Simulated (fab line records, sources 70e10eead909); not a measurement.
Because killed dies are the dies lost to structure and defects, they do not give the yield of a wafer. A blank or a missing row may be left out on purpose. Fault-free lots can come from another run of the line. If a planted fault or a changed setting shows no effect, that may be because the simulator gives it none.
Which tool is to blame? -- flow nand harc -- 12 lots with 35 wafers sampled at 4 steps, on a route of 1302 steps

WHAT EACH GAUGE READ, for each wafer
The record lacks any reading of a measuring or inspecting step that a usual standard deviation could be used to judge.

EACH LOT AND THE TOOL THAT RAN IT (in order: tool; ch and the chambers of the sampled wafers; start)
lot,NHARC_A_CHANNEL_HOLE_D2_ETCH_20,NHARC_A_CHANNEL_HOLE_D2_ETCH_21,NHARC_A_CHANNEL_FILL_D2_ALD_02,NHARC_A_CHANNEL_FILL_D2_ALD_14
L892,"har etch-01 ch 0,1, day 13 10:55","har etch-01 ch 0,1, day 13 11:14","ald hk-02 ch 0,2, day 13 16:41","ald hk-02 ch 0,3, day 13 23:34"
L896,"har etch-02 ch 0, day 14 16:02","har etch-02 ch 0, day 14 16:42","ald hk-04 ch 1,3, day 15 01:54","ald hk-02 ch 0,1,2, day 15 08:49"
L897,"har etch-01 ch 0,1, day 15 12:38","har etch-01 ch 0,1, day 15 13:01","ald hk-03 ch 1,2,3, day 15 18:26","ald hk-03 ch 0,1,3, day 16 01:24"
L900,"har etch-01 ch 0, day 16 12:32","har etch-01 ch 0, day 16 12:51","ald hk-04 ch 2,3, day 16 18:19","ald hk-02 ch 1,2,3, day 17 01:22"
L902,"har etch-01 ch 0,1, day 17 18:25","har etch-01 ch 0,1, day 17 18:46","ald hk-03 ch 1,2,3, day 18 00:26","ald hk-04 ch 0,1,3, day 18 07:25"
L904,"har etch-02 ch 0,1, day 18 09:16","har etch-02 ch 0,1, day 18 09:38","ald hk-02 ch 0,3, day 18 14:55","ald hk-04 ch 0,2,3, day 18 20:19"
L905,"har etch-01 ch 1, day 19 17:55","har etch-01 ch 1, day 19 18:14","ald hk-04 ch 0,1, day 19 23:42","ald hk-03 ch 2,3, day 20 06:43"
L908,"har etch-02 ch 0,1, day 19 18:47","har etch-02 ch 0,1, day 19 19:10","ald hk-04 ch 2,3, day 20 00:28","ald hk-02 ch 1,2, day 20 06:48"
L910,"har etch-02 ch 0,1, day 20 10:35","har etch-02 ch 0,1, day 20 10:55","ald hk-02 ch 0,1,3, day 20 16:22","ald hk-03 ch 0,1,2, day 20 23:20"
L912,"har etch-02 ch 0,1, day 21 13:49","har etch-02 ch 0,1, day 21 14:10","ald hk-02 ch 0,1,2, day 21 19:34","ald hk-04 ch 0,1,2, day 22 02:34"
L913,"har etch-02 ch 0,1, day 22 08:15","har etch-02 ch 0,1, day 22 08:34","ald hk-04 ch 0,1,2, day 22 14:13","ald hk-03 ch 1,2, day 22 22:14"
L915,"har etch-01 ch 0,1, day 22 19:08","har etch-01 ch 0,1, day 22 19:28","ald hk-04 ch 1,2, day 23 00:57","ald hk-03 ch 1,2, day 23 07:53"
- NHARC_A_CHANNEL_HOLE_D2_ETCH_20: etches the open film in C4F8/O2/Ar, time 361.9 s, target depth 1600 nm.
- NHARC_A_CHANNEL_HOLE_D2_ETCH_21: etches the open film in C4F8/O2/Ar, time 514.3 s, target depth 1600 nm.
- NHARC_A_CHANNEL_FILL_D2_ALD_02: deposits SiO2, target thk 6 nm, pulse time 10 s, ald cycles 60.
- NHARC_A_CHANNEL_FILL_D2_ALD_14: deposits SiO2, target thk 2.5 nm, pulse time 10 s, ald cycles 25.

AS READ BY THE TOOLS THEMSELVES (means over the sampled wafers that have a number; for cases with no such wafer, the mark the record gives instead)
NHARC_A_CHANNEL_HOLE_D2_ETCH_20.
lot,tool,drypump motor current A (A),he backside leak sccm (sccm),mfc ar sccm (sccm),showerhead plenum p Torr (Torr),throttle valve pct (%)
L892,har etch-01,5.89,5.7,374.6,3.70,32.157
L896,har etch-02,6.12,5.9,375.8,3.73,32.148
L897,har etch-01,5.92,5.6,374.0,3.68,32.163
L900,har etch-01,5.97,5.5,373.8,3.68,32.161
L902,har etch-01,5.93,5.6,374.3,3.67,32.161
L904,har etch-02,6.06,4.8,373.9,3.84,32.153
L905,har etch-01,5.83,6.0,375.1,3.65,32.157
L908,har etch-02,6.10,5.2,374.2,3.79,32.147
L910,har etch-02,6.09,4.9,374.4,3.75,32.157
L912,har etch-02,6.08,5.1,376.1,3.74,32.148
L913,har etch-02,6.09,5.1,376.7,3.81,32.145
L915,har etch-01,5.88,6.0,375.9,3.63,32.151

NHARC_A_CHANNEL_HOLE_D2_ETCH_21.
lot,tool,drypump motor current A (A),he backside leak sccm (sccm),mfc ar sccm (sccm),showerhead plenum p Torr (Torr),throttle valve pct (%)
L892,har etch-01,5.92,5.6,375.1,3.70,32.143
L896,har etch-02,6.11,6.0,374.8,3.73,32.160
L897,har etch-01,5.92,5.5,375.3,3.68,32.158
L900,har etch-01,5.98,5.5,374.6,3.68,32.158
L902,har etch-01,5.91,5.7,374.7,3.67,32.148
L904,har etch-02,6.07,5.1,375.1,3.84,32.156
L905,har etch-01,5.87,6.3,375.4,3.65,32.159
L908,har etch-02,6.07,5.1,376.7,3.79,32.151
L910,har etch-02,6.12,5.0,374.5,3.75,32.157
L912,har etch-02,6.09,5.2,375.3,3.74,32.147
L913,har etch-02,6.08,5.2,375.9,3.81,32.153
L915,har etch-01,5.86,6.0,375.3,3.63,32.147

NHARC_A_CHANNEL_FILL_D2_ALD_02.
lot,tool,heater power w (W),precursor pulse height rel
L892,ald hk-02,475,0.983
L896,ald hk-04,482,1.013
L897,ald hk-03,450,0.984
L900,ald hk-04,431,0.978
L902,ald hk-03,463,1.006
L904,ald hk-02,500,0.990
L905,ald hk-04,478,0.999
L908,ald hk-04,442,1.018
L910,ald hk-02,475,1.007
L912,ald hk-02,466,1.015
L913,ald hk-04,458,0.995
L915,ald hk-04,461,0.998

NHARC_A_CHANNEL_FILL_D2_ALD_14.
lot,tool,heater power w (W),precursor pulse height rel
L892,ald hk-02,488,0.990
L896,ald hk-02,447,0.981
L897,ald hk-03,484,0.992
L900,ald hk-02,476,0.982
L902,ald hk-04,492,0.998
L904,ald hk-04,465,1.008
L905,ald hk-03,455,1.005
L908,ald hk-02,455,0.986
L910,ald hk-03,470,0.991
L912,ald hk-04,455,1.003
L913,ald hk-03,447,1.007
L915,ald hk-03,483,1.012

THE ANSWER, worked out from the rows above alone
Rule: what is usual is taken from the lots themselves. Put in order of their means at a reading, lots are off if they are a third of the lots or fewer, leave a main group of 4 or more, and stand apart from it by a gap of 3 or more times the standard deviation of the main group's means; of several such gaps the widest counts. A main group is skipped when, at the precision printed for the reading in the tables above, its means are all equal. A lot without any number at a reading at which 4 lots or more have one is off too. The other lots that the step has rows for count as sound. After the gauges, taken in route order, come the tools' own readings; for these a lot's mean is taken, as printed above. At the first step where some lot is off, the reading lying furthest off is the one used; lots without a number count as furthest.
Nothing can be told from this: no lot is off at any reading shown.

WHAT THE SIMULATOR HAD INSERTED
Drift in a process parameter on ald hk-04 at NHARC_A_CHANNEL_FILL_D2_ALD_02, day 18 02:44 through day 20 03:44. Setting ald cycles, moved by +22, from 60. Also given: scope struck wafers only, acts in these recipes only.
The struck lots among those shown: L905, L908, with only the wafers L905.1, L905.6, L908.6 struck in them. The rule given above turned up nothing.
